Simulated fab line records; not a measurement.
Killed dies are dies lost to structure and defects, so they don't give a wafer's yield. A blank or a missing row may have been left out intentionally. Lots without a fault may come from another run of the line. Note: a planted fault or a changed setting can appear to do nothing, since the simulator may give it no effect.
fab line records / flow nandHarc
record lots=6 wafers=18 lastDay=33
route steps=1302 shown P_ZERO_WELL@5
lots that met no fault: taken from a fault-free run of the same line
startH: hours from the record's opening day to when the first of the lot's shown wafers began / waitH: time in hours since the lot's previous step / " unchanged from the row above / L1.1+2: several wafers, shown together as one row / - either no value or no given start / * or withheld: withheld / < > ~ a bound
route shown NAME@n: NAME is a module with steps in the file, n the number in the route of the first one / usual: mean and standard deviation over wafers with no fault / same: alike in all rows / chamber/n: place in a boat / sites: the reading at each site / _std_site: the standard deviation of these / _edge_site: the outer-site mean with the inner-site mean subtracted / radiusMm: how far each site lies from the wafer's centre / mask NAME#n: copy n / behind: tool/chamber where the wafer was last shaped / hold: reason for holding the lot/hours on hold/outcome of the hold / device: whichever transistor did not switch (one of n, p or np) / end of line: the same wafers' tests at the end of the route / a step given without rows: its recipe and nothing more / killed: count of dies lost to structure and defects at first sort (not the wafer's yield) / map: per-die view of a wafer (x killed, . not killed, _ where there is no die)
set.NAME: setting as actually run; set.NAME@STEP: the setting as run at that earlier step / model.NAME: the simulator's own value behind a step, which no gauge read
a table for each step, a row for each wafer; lots at some steps of the route
services: from which hour (startH, from the record's first day; less than 0 if before it) a tool's chamber was out of use, for how many hours, and why
## steps
# step NHARC_P_ZERO_WELL_DEHYDRATE_03
# recipe tempC=150 timeS=120
# step NHARC_P_ZERO_WELL_HMDS_04
# recipe timeS=30
# step NHARC_P_ZERO_WELL_COAT_64
# recipe tempC=200 timeS=65
# step NHARC_P_ZERO_WELL_COAT_05
# recipe spinRpm=2000 resistThkNm=600
# step NHARC_P_ZERO_WELL_SOFTBAKE_06
# recipe tempC=125 timeS=70
# step NHARC_P_ZERO_WELL_EBR_07
# step NHARC_P_ZERO_WELL_EXPOSE_08
# recipe na=0.55 targetCdNm=500 doseMj=33.8 maskId=P_ZERO
# step NHARC_P_ZERO_WELL_PEB_09
# recipe pebTempC=128 pebTimeS=80
# step NHARC_P_ZERO_WELL_DEVELOP_10
# recipe timeS=50 devTempC=22
# step NHARC_P_ZERO_WELL_CD_MEAS_11
# recipe targetCdNm=500 landingEnergyEv=500
# usual cdNm=501.8/1.9
lot.wafer=L260.3 tool=cdSem-01 chamber=0 startH=31.24 waitH=- cdNm=503.5
lot.wafer=L260.5 tool=cdSem-01 chamber=0 startH=31.24 waitH=- cdNm=502.7
lot.wafer=L260.6 tool=cdSem-01 chamber=0 startH=31.24 waitH=- cdNm=501.9
lot.wafer=L261.1 tool=cdSem-03 chamber=0 startH=41.11 waitH=- cdNm=501.3
lot.wafer=L261.3 tool=cdSem-03 chamber=0 startH=41.11 waitH=- cdNm=503.9
lot.wafer=L261.6 tool=cdSem-03 chamber=0 startH=41.11 waitH=- cdNm=502.1
lot.wafer=L279.1 tool=cdSem-02 chamber=0 startH=221.35 waitH=- cdNm=499.9
lot.wafer=L279.3 tool=cdSem-02 chamber=0 startH=221.35 waitH=- cdNm=500.0
lot.wafer=L279.4 tool=cdSem-02 chamber=0 startH=221.35 waitH=- cdNm=501.1
lot.wafer=L280.1 tool=cdSem-02 chamber=0 startH=231.14 waitH=- cdNm=498.4
lot.wafer=L280.2 tool=cdSem-02 chamber=0 startH=231.14 waitH=- cdNm=498.9
lot.wafer=L280.4 tool=cdSem-02 chamber=0 startH=231.14 waitH=- cdNm=500.1
lot.wafer=L281.1 tool=cdSem-01 chamber=0 startH=241.15 waitH=- cdNm=503.1
lot.wafer=L281.2 tool=cdSem-01 chamber=0 startH=241.15 waitH=- cdNm=505.5
lot.wafer=L281.3 tool=cdSem-01 chamber=0 startH=241.15 waitH=- cdNm=500.9
lot.wafer=L282.1 tool=cdSem-03 chamber=0 startH=251.12 waitH=- cdNm=505.9
lot.wafer=L282.2 tool=cdSem-03 chamber=0 startH=251.12 waitH=- cdNm=500.5
lot.wafer=L282.4 tool=cdSem-03 chamber=0 startH=251.12 waitH=- cdNm=505.0
# step NHARC_P_ZERO_WELL_HARDBAKE_12
# recipe tempC=118 timeS=65
# step NHARC_P_ZERO_WELL_DESCUM_13
# recipe timeS=3 o2FlowSccm=200 arFlowSccm=0 biasPowerW=0 chemistry=O2
# usual drypumpMotorCurrentA=5.6/0.45 oesProductAu=1.000/0.012 rfVppV=57.9/0.8 showerheadPlenumPTorr=1.92/0.066 throttleValvePct=11.310/0.0084
lot.wafer=L260.3 tool=rieDiel-03 chamber=3 startH=31.41 waitH=- drypumpMotorCurrentA=5.7 oesProductAu=0.999 rfHoursCounterH=30 rfVppV=56.7 showerheadPlenumPTorr=1.79 throttleValvePct=11.303
lot.wafer=L260.6 tool=rieDiel-03 chamber=2 startH=31.41 waitH=- drypumpMotorCurrentA=4.8 oesProductAu=1.003 rfHoursCounterH=- rfVppV=58.1 showerheadPlenumPTorr=1.91 throttleValvePct=11.321
lot.wafer=L260.5 tool=rieDiel-03 chamber=3 startH=31.41 waitH=- drypumpMotorCurrentA=5.7 oesProductAu=0.991 rfHoursCounterH=- rfVppV=56.8 showerheadPlenumPTorr=1.79 throttleValvePct=11.307
lot.wafer=L261.1 tool=rieDiel-09 chamber=2 startH=41.28 waitH=- drypumpMotorCurrentA=5.5 oesProductAu=1.001 rfHoursCounterH=19 rfVppV=58.1 showerheadPlenumPTorr=2.00 throttleValvePct=11.307
lot.wafer=L261.3 tool=rieDiel-09 chamber=3 startH=41.28 waitH=- drypumpMotorCurrentA=6.6 oesProductAu=1.017 rfHoursCounterH=24 rfVppV=57.3 showerheadPlenumPTorr=1.95 throttleValvePct=11.304
lot.wafer=L261.6 tool=rieDiel-09 chamber=1 startH=41.28 waitH=- drypumpMotorCurrentA=5.7 oesProductAu=0.997 rfHoursCounterH=- rfVppV=57.8 showerheadPlenumPTorr=1.93 throttleValvePct=11.319
lot.wafer=L279.1 tool=rieDiel-08 chamber=3 startH=221.51 waitH=- drypumpMotorCurrentA=5.0 oesProductAu=1.011 rfHoursCounterH=7 rfVppV=58.4 showerheadPlenumPTorr=1.97 throttleValvePct=11.322
lot.wafer=L279.3 tool=rieDiel-08 chamber=0 startH=221.51 waitH=- drypumpMotorCurrentA=5.6 oesProductAu=0.997 rfHoursCounterH=7 rfVppV=58.4 showerheadPlenumPTorr=1.97 throttleValvePct=11.310
lot.wafer=L279.4 tool=rieDiel-08 chamber=2 startH=221.51 waitH=- drypumpMotorCurrentA=5.7 oesProductAu=1.000 rfHoursCounterH=5 rfVppV=57.7 showerheadPlenumPTorr=1.84 throttleValvePct=11.311
lot.wafer=L280.4 tool=rieDiel-09 chamber=1 startH=231.29 waitH=- drypumpMotorCurrentA=5.7 oesProductAu=0.995 rfHoursCounterH=20 rfVppV=57.6 showerheadPlenumPTorr=1.92 throttleValvePct=11.305
lot.wafer=L280.2 tool=rieDiel-09 chamber=2 startH=231.29 waitH=- drypumpMotorCurrentA=5.5 oesProductAu=0.996 rfHoursCounterH=24 rfVppV=57.9 showerheadPlenumPTorr=1.98 throttleValvePct=11.293
lot.wafer=L280.1 tool=rieDiel-09 chamber=3 startH=231.29 waitH=- drypumpMotorCurrentA=6.6 oesProductAu=0.994 rfHoursCounterH=26 rfVppV=59.0 showerheadPlenumPTorr=1.94 throttleValvePct=11.317
lot.wafer=L281.1 tool=rieDiel-09 chamber=1 startH=241.30 waitH=- drypumpMotorCurrentA=5.7 oesProductAu=0.987 rfHoursCounterH=23 rfVppV=58.2 showerheadPlenumPTorr=1.91 throttleValvePct=11.297
lot.wafer=L281.3 tool=rieDiel-09 chamber=3 startH=241.30 waitH=- drypumpMotorCurrentA=6.6 oesProductAu=0.992 rfHoursCounterH=28 rfVppV=57.4 showerheadPlenumPTorr=1.94 throttleValvePct=11.311
lot.wafer=L281.2 tool=rieDiel-09 chamber=0 startH=241.30 waitH=- drypumpMotorCurrentA=5.7 oesProductAu=0.978 rfHoursCounterH=26 rfVppV=58.3 showerheadPlenumPTorr=1.90 throttleValvePct=11.297
lot.wafer=L282.2 tool=rieDiel-03 chamber=1 startH=251.28 waitH=- drypumpMotorCurrentA=6.1 oesProductAu=1.012 rfHoursCounterH=41 rfVppV=57.7 showerheadPlenumPTorr=1.90 throttleValvePct=11.317
lot.wafer=L282.4 tool=rieDiel-03 chamber=2 startH=251.28 waitH=- drypumpMotorCurrentA=4.8 oesProductAu=0.997 rfHoursCounterH=43 rfVppV=57.2 showerheadPlenumPTorr=1.89 throttleValvePct=11.305
lot.wafer=L282.1 tool=rieDiel-03 chamber=3 startH=251.28 waitH=- drypumpMotorCurrentA=5.7 oesProductAu=1.021 rfHoursCounterH=47 rfVppV=58.1 showerheadPlenumPTorr=1.76 throttleValvePct=11.309
# step NHARC_P_ZERO_WELL_ETCH_65
# recipe targetDepthA=800 overetchA=240 timeS=87.88 ionEnergyEv=200 n2FlowSccm=150 h2FlowSccm=150 arFlowSccm=0 rfW=400 biasW=150 chemistry=N2/H2
# usual drypumpMotorCurrentA=5.6/0.46 oesProductAu=1.001/0.013 rfVppV=430.8/2.1 runLengthS=109.4/0.44 showerheadPlenumPTorr=2.05/0.075 throttleValvePct=14.172/0.0084
lot.wafer=L260.3 tool=rieDiel-03 chamber=2 startH=31.56 waitH=0.1 drypumpMotorCurrentA=4.8 oesProductAu=1.005 rfHoursCounterH=37 rfVppV=429.5 runLengthS=109.7 showerheadPlenumPTorr=2.03 throttleValvePct=14.182
lot.wafer=L260.5 tool=rieDiel-03 chamber=0 startH=31.56 waitH=0.1 drypumpMotorCurrentA=5.3 oesProductAu=1.009 rfHoursCounterH=- rfVppV=430.4 runLengthS=109.6 showerheadPlenumPTorr=2.02 throttleValvePct=14.167
lot.wafer=L260.6 tool=rieDiel-03 chamber=1 startH=31.56 waitH=0.1 drypumpMotorCurrentA=6.1 oesProductAu=1.016 rfHoursCounterH=- rfVppV=431.3 runLengthS=109.9 showerheadPlenumPTorr=2.05 throttleValvePct=14.168
lot.wafer=L261.3 tool=rieDiel-09 chamber=1 startH=41.36 waitH=0.1 drypumpMotorCurrentA=5.7 oesProductAu=0.989 rfHoursCounterH=18 rfVppV=429.9 runLengthS=109.8 showerheadPlenumPTorr=2.06 throttleValvePct=14.177
lot.wafer=L261.1 tool=rieDiel-09 chamber=2 startH=41.36 waitH=0.1 drypumpMotorCurrentA=5.5 oesProductAu=1.002 rfHoursCounterH=19 rfVppV=433.0 runLengthS=109.3 showerheadPlenumPTorr=2.13 throttleValvePct=14.171
lot.wafer=L261.6 tool=rieDiel-09 chamber=0 startH=41.36 waitH=0.1 drypumpMotorCurrentA=5.8 oesProductAu=0.986 rfHoursCounterH=- rfVppV=430.9 runLengthS=109.4 showerheadPlenumPTorr=2.04 throttleValvePct=14.165
lot.wafer=L279.3 tool=rieDiel-08 chamber=2 startH=221.59 waitH=0.1 drypumpMotorCurrentA=5.7 oesProductAu=1.006 rfHoursCounterH=5 rfVppV=428.6 runLengthS=109.0 showerheadPlenumPTorr=1.95 throttleValvePct=14.163
lot.wafer=L279.1 tool=rieDiel-08 chamber=3 startH=221.59 waitH=0.1 drypumpMotorCurrentA=5.0 oesProductAu=1.010 rfHoursCounterH=7 rfVppV=432.2 runLengthS=109.4 showerheadPlenumPTorr=2.10 throttleValvePct=14.170
lot.wafer=L279.4 tool=rieDiel-08 chamber=0 startH=221.59 waitH=0.1 drypumpMotorCurrentA=5.6 oesProductAu=1.005 rfHoursCounterH=7 rfVppV=431.8 runLengthS=108.4 showerheadPlenumPTorr=2.10 throttleValvePct=14.184
lot.wafer=L280.2 tool=rieDiel-09 chamber=2 startH=231.38 waitH=0.1 drypumpMotorCurrentA=5.5 oesProductAu=0.986 rfHoursCounterH=24 rfVppV=432.8 runLengthS=112.2 showerheadPlenumPTorr=2.11 throttleValvePct=14.165
lot.wafer=L280.4 tool=rieDiel-09 chamber=3 startH=231.38 waitH=0.1 drypumpMotorCurrentA=6.6 oesProductAu=0.990 rfHoursCounterH=26 rfVppV=429.0 runLengthS=112.3 showerheadPlenumPTorr=2.06 throttleValvePct=14.171
lot.wafer=L280.1 tool=rieDiel-09 chamber=0 startH=231.38 waitH=0.1 drypumpMotorCurrentA=5.8 oesProductAu=0.983 rfHoursCounterH=24 rfVppV=429.2 runLengthS=112.2 showerheadPlenumPTorr=2.02 throttleValvePct=14.174
lot.wafer=L281.3 tool=rieDiel-09 chamber=0 startH=241.45 waitH=0.1 drypumpMotorCurrentA=5.7 oesProductAu=0.995 rfHoursCounterH=26 rfVppV=429.7 runLengthS=112.7 showerheadPlenumPTorr=2.02 throttleValvePct=14.180
lot.wafer=L281.1 tool=rieDiel-09 chamber=1 startH=241.45 waitH=0.1 drypumpMotorCurrentA=5.7 oesProductAu=0.990 rfHoursCounterH=23 rfVppV=430.7 runLengthS=112.8 showerheadPlenumPTorr=2.04 throttleValvePct=14.161
lot.wafer=L281.2 tool=rieDiel-09 chamber=2 startH=241.45 waitH=0.1 drypumpMotorCurrentA=5.5 oesProductAu=0.991 rfHoursCounterH=27 rfVppV=431.1 runLengthS=111.8 showerheadPlenumPTorr=2.11 throttleValvePct=14.169
lot.wafer=L282.4 tool=rieDiel-03 chamber=1 startH=251.36 waitH=0.1 drypumpMotorCurrentA=6.1 oesProductAu=1.013 rfHoursCounterH=41 rfVppV=431.9 runLengthS=110.1 showerheadPlenumPTorr=2.03 throttleValvePct=14.174
lot.wafer=L282.1 tool=rieDiel-03 chamber=2 startH=251.36 waitH=0.1 drypumpMotorCurrentA=4.8 oesProductAu=0.990 rfHoursCounterH=43 rfVppV=429.4 runLengthS=109.1 showerheadPlenumPTorr=2.01 throttleValvePct=14.156
lot.wafer=L282.2 tool=rieDiel-03 chamber=3 startH=251.36 waitH=0.1 drypumpMotorCurrentA=5.7 oesProductAu=1.024 rfHoursCounterH=47 rfVppV=425.6 runLengthS=109.1 showerheadPlenumPTorr=1.88 throttleValvePct=14.175
# step NHARC_P_ZERO_WELL_ETCH_62
# recipe targetDepthA=130 timeS=6.5 chf3FlowSccm=50 arFlowSccm=200 rfW=500 biasW=200 chemistry=CHF3/Ar
# usual drypumpMotorCurrentA=5.6/0.46 oesProductAu=0.957/0.018 rfVppV=370.8/2 runLengthS=27.6/0.33 showerheadPlenumPTorr=2.35/0.081 throttleValvePct=20.215/0.0093
lot.wafer=L260.3 tool=rieDiel-03 chamber=1 startH=- waitH=- drypumpMotorCurrentA=6.1 oesProductAu=0.979 rfHoursCounterH=35 rfVppV=370.7 runLengthS=28.1 showerheadPlenumPTorr=2.36 throttleValvePct=20.216
lot.wafer=L260.5 tool=rieDiel-03 chamber=2 startH=- waitH=- drypumpMotorCurrentA=4.8 oesProductAu=0.952 rfHoursCounterH=- rfVppV=370.4 runLengthS=27.5 showerheadPlenumPTorr=2.34 throttleValvePct=20.204
lot.wafer=L260.6 tool=rieDiel-03 chamber=3 startH=- waitH=- drypumpMotorCurrentA=5.7 oesProductAu=0.941 rfHoursCounterH=- rfVppV=366.8 runLengthS=27.2 showerheadPlenumPTorr=2.20 throttleValvePct=20.202
lot.wafer=L261.3 tool=rieDiel-09 chamber=2 startH=- waitH=- drypumpMotorCurrentA=5.5 oesProductAu=0.968 rfHoursCounterH=19 rfVppV=372.9 runLengthS=27.3 showerheadPlenumPTorr=2.44 throttleValvePct=20.225
lot.wafer=L261.1 tool=rieDiel-09 chamber=0 startH=- waitH=- drypumpMotorCurrentA=5.7 oesProductAu=0.971 rfHoursCounterH=23 rfVppV=370.2 runLengthS=27.5 showerheadPlenumPTorr=2.35 throttleValvePct=20.214
lot.wafer=L261.6 tool=rieDiel-09 chamber=2 startH=- waitH=- drypumpMotorCurrentA=5.5 oesProductAu=0.970 rfHoursCounterH=- rfVppV=374.0 runLengthS=27.2 showerheadPlenumPTorr=2.45 throttleValvePct=20.203
lot.wafer=L279.1 tool=rieDiel-08 chamber=2 startH=- waitH=- drypumpMotorCurrentA=5.7 oesProductAu=0.967 rfHoursCounterH=5 rfVppV=367.0 runLengthS=27.8 showerheadPlenumPTorr=2.25 throttleValvePct=20.202
lot.wafer=L279.4 tool=rieDiel-08 chamber=3 startH=- waitH=- drypumpMotorCurrentA=5.0 oesProductAu=0.979 rfHoursCounterH=7 rfVppV=373.6 runLengthS=28.1 showerheadPlenumPTorr=2.41 throttleValvePct=20.218
lot.wafer=L279.3 tool=rieDiel-08 chamber=1 startH=- waitH=- drypumpMotorCurrentA=5.6 oesProductAu=0.968 rfHoursCounterH=6 rfVppV=373.2 runLengthS=27.6 showerheadPlenumPTorr=2.51 throttleValvePct=20.225
lot.wafer=L280.4 tool=rieDiel-09 chamber=0 startH=- waitH=- drypumpMotorCurrentA=5.7 oesProductAu=0.957 rfHoursCounterH=24 rfVppV=371.8 runLengthS=27.6 showerheadPlenumPTorr=2.33 throttleValvePct=20.213
lot.wafer=L280.1 tool=rieDiel-09 chamber=1 startH=- waitH=- drypumpMotorCurrentA=5.7 oesProductAu=0.959 rfHoursCounterH=20 rfVppV=370.2 runLengthS=27.8 showerheadPlenumPTorr=2.35 throttleValvePct=20.210
lot.wafer=L280.2 tool=rieDiel-09 chamber=3 startH=- waitH=- drypumpMotorCurrentA=6.6 oesProductAu=0.978 rfHoursCounterH=26 rfVppV=370.3 runLengthS=27.5 showerheadPlenumPTorr=2.37 throttleValvePct=20.212
lot.wafer=L281.2 tool=rieDiel-09 chamber=2 startH=- waitH=- drypumpMotorCurrentA=5.5 oesProductAu=0.939 rfHoursCounterH=27 rfVppV=371.9 runLengthS=28.0 showerheadPlenumPTorr=2.42 throttleValvePct=20.209
lot.wafer=L281.3 tool=rieDiel-09 chamber=3 startH=- waitH=- drypumpMotorCurrentA=6.6 oesProductAu=0.958 rfHoursCounterH=28 rfVppV=372.9 runLengthS=27.7 showerheadPlenumPTorr=2.37 throttleValvePct=20.215
lot.wafer=L281.1 tool=rieDiel-09 chamber=0 startH=- waitH=- drypumpMotorCurrentA=5.8 oesProductAu=0.935 rfHoursCounterH=26 rfVppV=371.2 runLengthS=27.4 showerheadPlenumPTorr=2.33 throttleValvePct=20.234
lot.wafer=L282.1 tool=rieDiel-03 chamber=1 startH=- waitH=- drypumpMotorCurrentA=6.1 oesProductAu=0.969 rfHoursCounterH=41 rfVppV=370.3 runLengthS=27.7 showerheadPlenumPTorr=2.33 throttleValvePct=20.210
lot.wafer=L282.2 tool=rieDiel-03 chamber=2 startH=- waitH=- drypumpMotorCurrentA=4.8 oesProductAu=0.955 rfHoursCounterH=43 rfVppV=370.1 runLengthS=27.8 showerheadPlenumPTorr=2.31 throttleValvePct=20.230
lot.wafer=L282.4 tool=rieDiel-03 chamber=3 startH=- waitH=- drypumpMotorCurrentA=5.6 oesProductAu=0.997 rfHoursCounterH=47 rfVppV=366.2 runLengthS=27.7 showerheadPlenumPTorr=2.17 throttleValvePct=20.225
## services
tool=rieDiel-08 chamber=- startH=14.14 hours=9.0 kind=pm
tool=rieDiel-09 chamber=0 startH=25.42 hours=- kind=clean
tool=rieDiel-09 chamber=1 startH=25.42 hours=- kind=clean
tool=rieDiel-09 chamber=2 startH=25.42 hours=- kind=clean
tool=rieDiel-09 chamber=3 startH=25.42 hours=- kind=clean
tool=rieDiel-09 chamber=0 startH=50.12 hours=- kind=clean
tool=rieDiel-09 chamber=1 startH=50.12 hours=- kind=clean
tool=rieDiel-09 chamber=2 startH=50.12 hours=- kind=clean
tool=rieDiel-09 chamber=3 startH=50.12 hours=- kind=clean
tool=rieDiel-09 chamber=0 startH=74.62 hours=- kind=clean
tool=rieDiel-09 chamber=1 startH=74.62 hours=- kind=clean
tool=rieDiel-09 chamber=2 startH=74.62 hours=- kind=clean
tool=rieDiel-09 chamber=3 startH=74.62 hours=- kind=clean
tool=rieDiel-03 chamber=1 startH=99.38 hours=11.3 kind=repair
tool=rieDiel-03 chamber=- startH=104.56 hours=9.0 kind=pm
tool=rieDiel-03 chamber=2 startH=120.30 hours=5.3 kind=repair
tool=rieDiel-09 chamber=- startH=144.42 hours=9.0 kind=pm
tool=rieDiel-03 chamber=2 startH=158.83 hours=4.5 kind=repair
tool=rieDiel-08 chamber=1 startH=167.67 hours=7.6 kind=repair
tool=rieDiel-08 chamber=- startH=183.59 hours=1.6 kind=repair
tool=rieDiel-08 chamber=- startH=191.20 hours=9.0 kind=pm
tool=rieDiel-03 chamber=1 startH=192.97 hours=16.2 kind=repair
tool=rieDiel-09 chamber=1 startH=225.39 hours=4.6 kind=repair
tool=rieDiel-09 chamber=- startH=239.67 hours=0.2 kind=repair
## key
firstSign step=NHARC_P_ZERO_WELL_ETCH_65 reading=runLengthS direction=up sigmas=6.6 usual=* struck=*
effect none on later readings
metAt NHARC_P_ZERO_WELL_ETCH_65
struckWafers L280.1,L280.2,L280.4,L281.1,L281.2,L281.3
testerLeftOut L280,L281
onsetBetween 41.36 231.38
fault kind=processParameterDrift tool=rieDiel-09 chamber=- onsetH=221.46 steps=NHARC_P_ZERO_WELL_ETCH_65 channel=timeS offset=* shape=step endH=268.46 actsIn=* stated=*
# testerLeftOut: of these lots the tester's yield and bins aren't shown, on N5 and GAA mostly nor the transistor test; their killed dies are dies lost to structure and defects alone, not to doping, threshold or leakage, so they don't give the yield
